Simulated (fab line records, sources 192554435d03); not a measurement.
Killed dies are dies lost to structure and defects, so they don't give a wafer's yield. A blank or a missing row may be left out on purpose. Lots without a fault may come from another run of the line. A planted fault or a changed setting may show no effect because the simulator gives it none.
Split-lot experiment | flow n5_finfet | 7 lots, 39 wafers read, on a route of 1938 steps

THE SPLIT
At N5_MOL_CONTACT_COAG_ETCH_47 (etches SiNx in CH3F/O2, stops on W, target depth 27 nm), the setting source_w was moved away from the recipe's 395 W on 12 of the 39 wafers read, by -13.8% to -5.3%. The other wafers ran this setting at the recipe's value.

The reading is taken at the split's own step.

THE READING
rf_vpp_V, in V, at N5_MOL_CONTACT_COAG_ETCH_47 (etches SiNx in CH3F/O2, stops on W, target depth 27 nm). Fault-free wafers of this fab line usually give 297 V, standard deviation 5.5 V.

wafer  | tool, chamber at the split | source_w as run, W | against the recipe | rf_vpp_V, V | against lot-mates on the recipe
L075.1 | rie_diel-02, 0             | 370.3              | -6.3%              | 303         | +9
L075.2 | rie_diel-02, 3             | 395                | recipe             | 288         | -
L075.3 | rie_diel-02, 1             | 370.3              | -6.3%              | 309         | +15
L075.4 | rie_diel-02, 2             | 395                | recipe             | 301         | -
L075.5 | rie_diel-02, 1             | 370.3              | -6.3%              | 312         | +18
L075.6 | rie_diel-02, 0             | 395                | recipe             | 293         | -
L076.1 | rie_diel-01, 0             | 395                | recipe             | 289         | -
L076.2 | rie_diel-01, 2             | 395                | recipe             | 307         | -
L076.3 | rie_diel-01, 3             | 395                | recipe             | 293         | -
L076.4 | rie_diel-01, 1             | 395                | recipe             | 298         | -
L076.5 | rie_diel-01, 2             | 395                | recipe             | 305         | -
L076.6 | rie_diel-01, 1             | 395                | recipe             | 298         | -
L083.1 | rie_diel-01, 0             | 395                | recipe             | 289         | -
L083.2 | rie_diel-01, 3             | 340.3              | -13.8%             | 312         | +20
L083.3 | rie_diel-01, 1             | 395                | recipe             | 296         | -
L083.4 | rie_diel-01, 2             | 340.3              | -13.8%             | 327         | +35
L083.5 | rie_diel-01, 1             | 340.3              | -13.8%             | 318         | +26
L083.6 | rie_diel-01, 0             | 395                | recipe             | 290         | -
L085.1 | rie_diel-04, 0             | 374                | -5.3%              | 310         | +13
L085.2 | rie_diel-04, 2             | 395                | recipe             | 291         | -
L085.3 | rie_diel-04, 1             | 395                | recipe             | 301         | -
L085.4 | rie_diel-04, 3             | 395                | recipe             | 299         | -
L085.5 | rie_diel-04, 0             | 374                | -5.3%              | 309         | +12
L085.6 | rie_diel-04, 3             | 374                | -5.3%              | 308         | +11
L093.1 | rie_diel-02, 3             | 395                | recipe             | 289         | -
L093.2 | rie_diel-02, 0             | 395                | recipe             | 292         | -
L093.5 | rie_diel-02, 1             | 395                | recipe             | 302         | -
L094.1 | rie_diel-04, 3             | 395                | recipe             | 296         | -
L094.2 | rie_diel-04, 2             | 395                | recipe             | 288         | -
L094.3 | rie_diel-04, 1             | 395                | recipe             | 300         | -
L094.4 | rie_diel-04, 0             | 395                | recipe             | 300         | -
L094.5 | rie_diel-04, 1             | 395                | recipe             | 302         | -
L094.6 | rie_diel-04, 0             | 395                | recipe             | 300         | -
L096.1 | rie_diel-04, 1             | 395                | recipe             | 301         | -
L096.2 | rie_diel-04, 2             | 395                | recipe             | 290         | -
L096.3 | rie_diel-04, 0             | 351.9              | -10.9%             | 317         | +20
L096.4 | rie_diel-04, 3             | 395                | recipe             | 299         | -
L096.5 | rie_diel-04, 1             | 351.9              | -10.9%             | 318         | +21
L096.6 | rie_diel-04, 0             | 351.9              | -10.9%             | 316         | +19

THE FIT
A straight line over all 39 wafers: rf_vpp_V changes by -1.79 V for each +1% of source_w; r = -0.85; the points scatter about the line by 5.3 V.
The same after taking each lot's own level away (the mean of its wafers on the recipe; 39 wafers): -1.97 V for each +1%; r = -0.89; scatter 4.9 V.
On that fit, the largest move of source_w shifts the reading by 27 V.
The lots' own levels span 291.7 to 298.3 V, that is 1.2 times the standard deviation above.
So the lot-to-lot level changes the slope little: the two slopes agree.
Check: with one of the wafers moved furthest among these (-13.8%) left out of the fit, the line predicts +29 V for it against its lot-mates. It came out at +20.3 V against them.
Tool readings at the split's step, against how far the setting was moved: rf_vpp_V r = -0.85.

OTHER SPLITS ON THESE WAFERS
These wafers also went through other splits before the reading. Each is held against what the fit with the lots' levels taken away leaves over:
other split on the same wafers        | wafers away from the commonest value | r with rf_vpp_V (lot level and that fit taken away)
N5_DUMMY_GATE_ETCH_42 bias_w          | 18                                   | -0.12
N5_HKMG_FIN_ETCH_31 bias_w            | 15                                   | +0.32
N5_MOL_CONTACT_COAG_ETCH_110 source_w | 12                                   | -0.12

THE FILE'S OWN FIT
rf_vpp_V changes by -2 V for each +1% of source_w, r = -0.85.
